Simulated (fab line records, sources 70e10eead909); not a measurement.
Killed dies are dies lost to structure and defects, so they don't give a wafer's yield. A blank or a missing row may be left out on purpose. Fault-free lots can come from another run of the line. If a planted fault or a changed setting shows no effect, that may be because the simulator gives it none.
fab line records	flow nand_harc
record: lots: 6	wafers: 18	last_day: 23
route steps=1159 shown A_ZERO_WELL@396 END@1159
lots with no fault: from the same line, run without faults
start_h: start of the lot's first displayed wafer, in hours after the record's first day	wait_h: how many hours have passed since the lot's step before this one	" as in the row above	L1.1+2: one row covering several wafers at once	- no value, or no start was given	* or withheld: withheld	< > ~ a bound
route shown NAME@n: a module of which the file shows steps, and the number in the route of the first	usual: mean and standard deviation over wafers with no fault	same: alike in all rows	chamber/n: place in a boat	sites: per-site readings	_std_site: the standard deviation of these	_edge_site: outer sites' mean less inner sites'	radius_mm: for every site, how far away it sits from the centre of the wafer	mask NAME#n: copy n	behind: the most recent tool/chamber to have shaped the wafer	hold: what put the lot on hold/how long, in hours/how the hold closed	device: the transistor (n, p or np) that didn't switch	end of line: the route-end tests of the same wafers	step lacking rows: just its recipe	killed: count of dies lost to structure and defects at first sort (not the wafer's yield)	map: per-die view of a wafer (x killed, . not killed, _ where there is no die)
set.NAME: the setting as run; set.NAME@STEP: as run at that earlier step	model.NAME: the simulator's own value behind a step, which no gauge read
lots at selected steps of the route; one table per step, one row per wafer
services: when a tool's chamber went out of use (start_h, in hours from the record's first day, below 0 if earlier), for how many hours, and the reason
== steps ==
step: NHARC_A_ZERO_WELL_SOFTBAKE_05
recipe: temp_c: 125	time_s: 70
step: NHARC_A_ZERO_WELL_EBR_06
step: NHARC_A_ZERO_WELL_EXPOSE_07
recipe: na: 0.55	dose_mj: 33.85	mask_id: A_ZERO
step: NHARC_A_ZERO_WELL_PEB_08
recipe: peb_temp_c: 128	peb_time_s: 80
step: NHARC_A_ZERO_WELL_DEVELOP_09
recipe: time_s: 50	dev_temp_c: 22
step: NHARC_A_ZERO_WELL_CD_MEAS_10
recipe: target_cd_nm: 2000	landing_energy_ev: 500
usual: cd_nm: 1999.5/2.3
lot.wafer	tool	chamber	start_h	wait_h	cd_nm
L209.2	cd_sem-02	0	142.75	-	2003.0
L209.3	"	0	"	"	2000.6
L209.5	"	0	"	"	2002.8
L214.1	cd_sem-03	0	155.37	-	1997.3
L214.2	"	0	"	"	2001.4
L214.4	"	0	"	"	1999.8
L213.1	cd_sem-01	0	156.43	-	2003.0
L213.3	"	0	"	"	2000.9
L213.6	"	0	"	"	2000.4
L215.2	cd_sem-01	0	171.81	-	1996.2
L215.4	"	0	"	"	1997.3
L215.6	"	0	"	"	1999.1
L222.3	cd_sem-01	0	213.87	-	1999.7
L222.5	"	0	"	"	1999.2
L222.6	"	0	"	"	1996.8
L230.1	cd_sem-02	0	256.45	-	2002.2
L230.3	"	0	"	"	2002.4
L230.4	"	0	"	"	2003.9
step: NHARC_A_ZERO_WELL_HARDBAKE_11
recipe: temp_c: 118	time_s: 65
step: NHARC_A_ZERO_WELL_DESCUM_12
recipe: time_s: 3	o2_flow_sccm: 200	ar_flow_sccm: 0	bias_power_w: 0	chemistry: O2
usual: drypump_motor_current_A: 5.6/0.36	oes_product_au: 0.996/0.012	rf_vpp_V: 57.7/0.98	showerhead_plenum_p_Torr: 1.90/0.074	throttle_valve_pct: 11.311/0.0091
same: bias_power_w: 0
lot.wafer	tool	chamber	start_h	wait_h	drypump_motor_current_A	oes_product_au	rf_hours_counter_h	rf_vpp_V	showerhead_plenum_p_Torr	throttle_valve_pct
L209.2	rie_diel-07	2	142.92	-	5.2	1.003	6	59.2	1.85	11.301
L209.3	"	3	"	"	5.0	1.016	5	58.8	1.94	11.305
L209.5	"	1	"	"	5.9	1.000	-	56.4	1.82	11.319
L214.4	rie_diel-12	0	155.53	-	6.0	0.998	13	58.9	1.79	11.302
L214.2	"	1	"	"	5.2	1.005	12	56.8	1.90	11.303
L214.1	"	2	"	"	5.2	0.999	12	58.2	1.99	11.317
L213.3	rie_diel-07	2	156.59	-	5.2	0.999	6	57.2	1.85	11.306
L213.1	"	0	"	"	6.1	1.006	6	58.0	1.88	11.307
L213.6	"	2	"	"	5.2	0.997	-	57.9	1.85	11.310
L215.2	rie_diel-07	3	171.96	-	5.0	1.004	7	57.5	1.94	11.310
L215.4	"	2	"	"	5.2	1.013	8	56.8	1.85	11.312
L215.6	"	3	"	"	5.0	1.014	-	58.4	1.94	11.319
L222.3	rie_diel-12	1	214.04	-	5.3	0.989	0	58.6	1.90	11.298
L222.5	"	2	"	"	5.2	1.003	-	58.7	1.98	11.318
L222.6	"	3	"	"	6.0	0.974	-	57.6	1.87	11.322
L230.3	rie_diel-07	0	256.61	-	6.1	1.000	2	57.2	1.88	11.322
L230.1	"	2	"	"	5.2	0.996	1	58.7	1.85	11.309
L230.4	"	3	"	"	5.0	0.986	2	58.9	1.94	11.317
step: NHARC_A_ZERO_WELL_ETCH_19
recipe: target_depth_a: 800	overetch_a: 240	time_s: 87.88	ion_energy_ev: 200	n2_flow_sccm: 150	h2_flow_sccm: 150	ar_flow_sccm: 0	rf_w: 400	bias_w: 150	chemistry: N2/H2
usual: drypump_motor_current_A: 5.6/0.36	oes_product_au: 0.997/0.012	rf_vpp_V: 430.0/2.3	showerhead_plenum_p_Torr: 2.02/0.082	throttle_valve_pct: 14.172/0.0086
lot.wafer	tool	chamber	start_h	wait_h	drypump_motor_current_A	oes_product_au	rf_hours_counter_h	rf_vpp_V	showerhead_plenum_p_Torr	throttle_valve_pct
L209.3	rie_diel-07	0	142.99	0.1	6.0	1.008	5	429.4	2.00	14.174
L209.2	"	3	"	"	5.0	1.022	5	431.7	2.07	14.166
L209.5	"	1	"	"	6.0	1.016	-	429.1	1.93	14.175
L214.1	rie_diel-12	0	155.61	0.1	5.9	0.990	13	426.4	1.90	14.185
L214.4	"	1	"	"	5.2	1.002	12	431.0	2.03	14.178
L214.2	"	2	"	"	5.2	1.005	12	433.0	2.12	14.165
L213.3	rie_diel-07	0	156.68	0.1	6.1	1.001	6	430.8	2.00	14.172
L213.1	"	2	"	"	5.2	0.993	7	427.5	1.97	14.192
L213.6	"	0	"	"	6.0	0.999	-	429.9	2.00	14.169
L215.2	rie_diel-07	1	172.05	0.1	5.9	1.005	8	427.4	1.93	14.189
L215.4	"	3	"	"	5.1	0.999	7	431.4	2.07	14.171
L215.6	"	2	"	"	5.2	0.999	-	428.8	1.97	14.148
L222.3	rie_diel-12	1	214.10	0.1	5.3	1.004	0	431.4	2.03	14.166
L222.5	"	1	"	"	5.2	0.997	-	429.8	2.03	14.169
L222.6	"	2	"	"	5.2	0.990	-	431.9	2.12	14.174
L230.4	rie_diel-07	2	256.70	0.1	5.2	0.994	2	428.4	1.97	14.166
L230.1	"	0	"	"	6.0	1.019	2	429.8	2.00	14.172
L230.3	"	1	"	"	6.0	1.018	1	426.8	1.93	14.182
step: NHARC_A_ZERO_WELL_ETCH_13
recipe: target_depth_a: 1200	time_s: 40.1	hbr_flow_sccm: 150	cl2_flow_sccm: 50	rf_w: 400	icp_w: 400	bias_w: 100	chemistry: HBr/Cl2
usual: drypump_motor_current_A: 5.9/0.49	oes_product_au: 0.997/0.0094	throttle_valve_pct: 26.406/0.0094
lot.wafer	tool	chamber	start_h	wait_h	drypump_motor_current_A	oes_product_au	rf_hours_counter_h	throttle_valve_pct
L209.2	rie_si-03	1	143.11	-	5.0	0.990	1.2	26.406
L209.3	"	0	"	"	6.5	1.006	1.2	26.410
L209.5	"	1	"	"	4.9	1.000	-	26.412
L214.2	rie_si-01	2	155.74	-	5.5	0.984	0.1	26.418
L214.4	"	3	"	"	6.2	1.009	0.2	26.401
L214.1	"	0	"	"	5.5	1.012	0.2	26.392
L213.1	rie_si-02	1	156.79	-	5.9	1.019	0.9	26.407
L213.3	"	0	"	"	6.5	0.994	0.8	26.406
L213.6	"	2	"	"	6.0	1.008	-	26.399
L215.4	rie_si-01	0	172.16	-	5.5	1.003	0.4	26.414
L215.2	"	2	"	"	5.5	0.985	0.3	26.408
L215.6	"	0	"	"	5.5	0.990	-	26.420
L222.3	rie_si-03	0	214.23	-	6.5	0.995	0.3	26.411
L222.6	"	3	"	"	6.1	0.994	-	26.410
L222.5	"	0	"	"	6.5	0.977	-	26.384
L230.4	rie_si-03	0	256.81	-	6.5	0.999	0.7	26.384
L230.3	"	1	"	"	5.0	1.015	0.4	26.406
L230.1	"	2	"	"	5.9	1.006	0.6	26.405
step: NHARC_A_ZERO_WELL_STRIP_14
recipe: time_s: 900	temp_c: 130	chemistry: SPM
step: NHARC_A_ZERO_WELL_IMPLANT_15
recipe: energy_kev: 150	dose_cm2: 1e+13	tilt_deg: 7
usual: tilt_deg: 6.998/0.019
same: implant_ion_amu: 11
lot.wafer	tool	chamber	start_h	wait_h	tilt_deg
L209.2	implanter-01	0	143.69	0.1	7.001
L209.3	"	0	"	"	7.002
L209.5	"	0	"	"	6.998
L214.1	implanter-02	0	156.28	0.1	6.999
L214.2	"	0	"	"	7.020
L214.4	"	0	"	"	7.022
L213.1	implanter-02	0	157.34	0.1	6.984
L213.3	"	0	"	"	6.991
L213.6	"	0	"	"	6.982
L213.1	implanter-02	0	157.74	0.4	7.006
L213.3	"	0	"	"	6.943
L213.6	"	0	"	"	6.983
L215.2	implanter-02	0	172.75	0.1	7.017
L215.4	"	0	"	"	6.982
L215.6	"	0	"	"	6.983
L222.3	implanter-01	0	215.04	0.3	6.990
L222.5	"	0	"	"	7.003
L222.6	"	0	"	"	6.980
L222.3	implanter-01	0	215.43	0.4	7.009
L222.5	"	0	"	"	7.023
L222.6	"	0	"	"	7.018
L230.1	implanter-02	0	257.37	0.1	6.966
L230.3	"	0	"	"	6.969
L230.4	"	0	"	"	6.963
step: NHARC_A_ZERO_WELL_PRECLEAN_22
recipe: time_s: 60	temp_c: 50	bath_age_min: 0	chemistry: SC1
step: NHARC_END_SORT_01
recipe: temp_c: 25
usual: killed_at_array: 29/11	killed_at_other: 0.7/1.1	killed_at_periphery: 2.9/2.2	killed_dies: 33/11	killed_open: 3.1/1.8	killed_short: 1.9/1.4
same: gross_dies: 677
lot.wafer	tool	chamber	start_h	wait_h	killed_at_array	killed_at_other	killed_at_periphery	killed_dies	killed_open	killed_short
L213.1	prober-01	0	456.29	2.5	9	0	0	9	3	1
L213.3	prober-01	0	457.89	3.1	5	1	2	8	4	1
L213.6	prober-01	0	460.28	4.0	10	1	0	11	4	3
L214.1	prober-01	0	464.02	2.5	27	0	3	30	3	2
L214.2	prober-01	0	464.82	2.8	36	0	4	40	2	0
L214.4	prober-01	0	466.42	3.4	40	0	3	43	3	2
L215.2	prober-01	0	479.90	2.8	40	0	3	43	3	1
L222.3	prober-02	0	507.45	3.1	46	0	1	47	5	3
L222.5	prober-02	0	509.05	3.7	45	0	4	49	6	2
L222.6	prober-02	0	509.85	4.0	39	0	2	41	2	1
L230.1	prober-02	0	555.24	2.5	12	0	6	18	4	0
L230.3	prober-02	0	556.84	3.1	23	0	1	24	1	1
L230.4	prober-02	0	557.64	3.4	21	0	5	26	3	3
killed by level:class
L213.1 A_STAIRCASE:chamber_film_flake=3 A_CHANNEL_HOLE_D1:chamber_film_flake=2 A_CHANNEL_FILL_D1:geometric_particle:short=1 A_CHANNEL_FILL_D1:geometric_particle:open=1 A_SGD_CUT:geometric_particle:open=1 A_WL_FILL:geometric_particle:open=1
L213.3 P_CONTACT:geometric_particle:open=1 P_M2:geometric_particle:open=1 A_CHANNEL_FILL_D1:geometric_particle:short=1 A_CONTACT:geometric_particle:open=1 A_BLC:geometric_particle:open=1 A_CHANNEL_HOLE_D1:chamber_film_flake=1 A_STAIRCASE:chamber_film_flake=1 THIN_TSV:chamber_film_flake=1
L213.6 A_WL_FILL:geometric_particle:short=2 A_CONTACT:geometric_particle:open=2 A_ONON_D1:geometric_particle:open=1 A_CONTACT:geometric_particle:short=1 A_BLC:geometric_particle:open=1 A_CHANNEL_HOLE_D1:chamber_film_flake=1 A_STAIRCASE:chamber_film_flake=1 A_SLIT:chamber_film_flake=1
L214.1 A_CHANNEL_HOLE_D1:chamber_film_flake=10 A_SLIT:chamber_film_flake=6 A_STAIRCASE:chamber_film_flake=3 A_M0:chamber_film_flake=3 A_SGD_CUT:chamber_film_flake=2 P_CONTACT:geometric_particle:short=1 P_M0:geometric_particle:open=1 A_WL_FILL:geometric_particle:open=1
L214.2 A_SLIT:chamber_film_flake=10 A_CHANNEL_HOLE_D1:chamber_film_flake=7 A_SGD_CUT:chamber_film_flake=6 A_STAIRCASE:chamber_film_flake=5 A_CONTACT:chamber_film_flake=5 P_M1:chamber_film_flake=3 A_CHANNEL_FILL_D1:geometric_particle:open=1 A_M0:geometric_particle:open=1
L214.4 A_CHANNEL_HOLE_D1:chamber_film_flake=13 A_SLIT:chamber_film_flake=10 A_SGD_CUT:chamber_film_flake=6 A_STAIRCASE:chamber_film_flake=3 A_CONTACT:geometric_particle:open=2 A_ZERO_WELL:chamber_film_flake=2 A_SOURCE_PLATE:geometric_particle:short=1 A_WL_FILL:geometric_particle:open=1
L215.2 A_CHANNEL_HOLE_D1:chamber_film_flake=18 A_SLIT:chamber_film_flake=9 A_CONTACT:chamber_film_flake=7 P_ZERO_WELL:chamber_film_flake=2 A_WL_FILL:geometric_particle:short=1 A_WL_FILL:geometric_particle:open=1 A_CONTACT:geometric_particle:open=1 A_M0:geometric_particle:open=1
L222.3 A_CHANNEL_HOLE_D1:chamber_film_flake=17 A_SLIT:chamber_film_flake=17 A_SOURCE_PLATE:geometric_particle:short=2 A_WL_FILL:chamber_film_flake=2 A_CONTACT:chamber_film_flake=2 P_M1:geometric_particle:open=1 A_SOURCE_PLATE:geometric_particle:open=1 A_ONON_D1:geometric_particle:open=1
L222.5 A_CHANNEL_HOLE_D1:chamber_film_flake=24 A_SLIT:chamber_film_flake=10 P_CONTACT:geometric_particle:open=2 A_CONTACT:geometric_particle:open=2 A_STAIRCASE:chamber_film_flake=2 A_WL_FILL:chamber_film_flake=2 P_GATE:geometric_particle:open=1 A_ONON_D1:geometric_particle:short=1
L222.6 A_SLIT:chamber_film_flake=18 A_CHANNEL_HOLE_D1:chamber_film_flake=15 A_STAIRCASE:chamber_film_flake=3 P_CONTACT:geometric_particle:open=1 A_CHANNEL_FILL_D1:geometric_particle:short=1 A_M0:geometric_particle:open=1 P_STI:chamber_film_flake=1 A_ZERO_WELL:chamber_film_flake=1
L230.1 A_CONTACT:chamber_film_flake=5 P_M0:chamber_film_flake=2 A_CHANNEL_HOLE_D1:chamber_film_flake=2 P_CONTACT:geometric_particle:open=1 P_M0:geometric_particle:open=1 P_M2:geometric_particle:open=1 A_CHANNEL_HOLE_D1:geometric_particle:open=1 P_GATE:chamber_film_flake=1
L230.3 A_CHANNEL_HOLE_D1:chamber_film_flake=5 A_CHANNEL_FILL_D1:chamber_film_flake=4 A_WL_FILL:chamber_film_flake=3 A_CONTACT:chamber_film_flake=3 A_M1:chamber_film_flake=3 A_SLIT:chamber_film_flake=2 A_ONON_D1:geometric_particle:short=1 A_ONON_D1:geometric_particle:open=1
L230.4 A_CHANNEL_HOLE_D1:chamber_film_flake=8 A_STAIRCASE:chamber_film_flake=4 A_M1:chamber_film_flake=3 A_WL_FILL:geometric_particle:open=2 P_STI:chamber_film_flake=2 P_CONTACT:geometric_particle:short=1 P_M0:geometric_particle:short=1 A_SGD_CUT:geometric_particle:short=1
== services ==
tool	chamber	start_h	hours	kind
implanter-01	-	121.75	1.2	repair
rie_si-01	-	127.00	9.0	pm
rie_diel-07	0	133.70	-	clean
rie_diel-07	1	133.70	-	clean
rie_diel-07	2	133.70	-	clean
rie_diel-07	3	133.70	-	clean
rie_si-03	3	146.25	7.8	repair
rie_si-03	-	155.00	9.0	pm
rie_diel-07	0	158.20	-	clean
rie_diel-07	1	158.20	-	clean
rie_diel-07	2	158.20	-	clean
rie_diel-07	3	158.20	-	clean
implanter-01	-	174.68	1.1	repair
rie_si-01	3	177.29	0.9	repair
implanter-02	-	178.96	2.0	repair
rie_diel-07	0	182.70	-	clean
rie_diel-12	2	184.40	13.2	repair
rie_diel-12	-	202.52	9.0	pm
rie_si-02	-	211.00	9.0	pm
rie_si-01	3	214.31	6.4	repair
rie_si-03	1	227.32	12.4	repair
rie_diel-07	-	228.20	9.0	pm
rie_si-03	3	234.71	10.5	repair
rie_diel-07	1	243.42	4.6	repair
== key ==
first_sign: step: NHARC_A_ZERO_WELL_IMPLANT_15	reading: visit	direction: added
effect none on later readings
met_at NHARC_A_ZERO_WELL_IMPLANT_15
struck_wafers L213.1,L213.3,L213.6,L222.3,L222.5,L222.6
tester_left_out L213,L222
fault: kind: repeated_step_whole	tool: implanter-01,implanter-02	chamber: -	onset_h: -	steps: NHARC_A_ZERO_WELL_IMPLANT_15	times: 1	scope: struck_lots_only
tester_left_out: of these lots the tester's yield and bins aren't shown, on N5 and GAA mostly nor the transistor test; their killed dies are dies lost to structure and defects alone, not to doping, threshold or leakage, so they don't give the yield
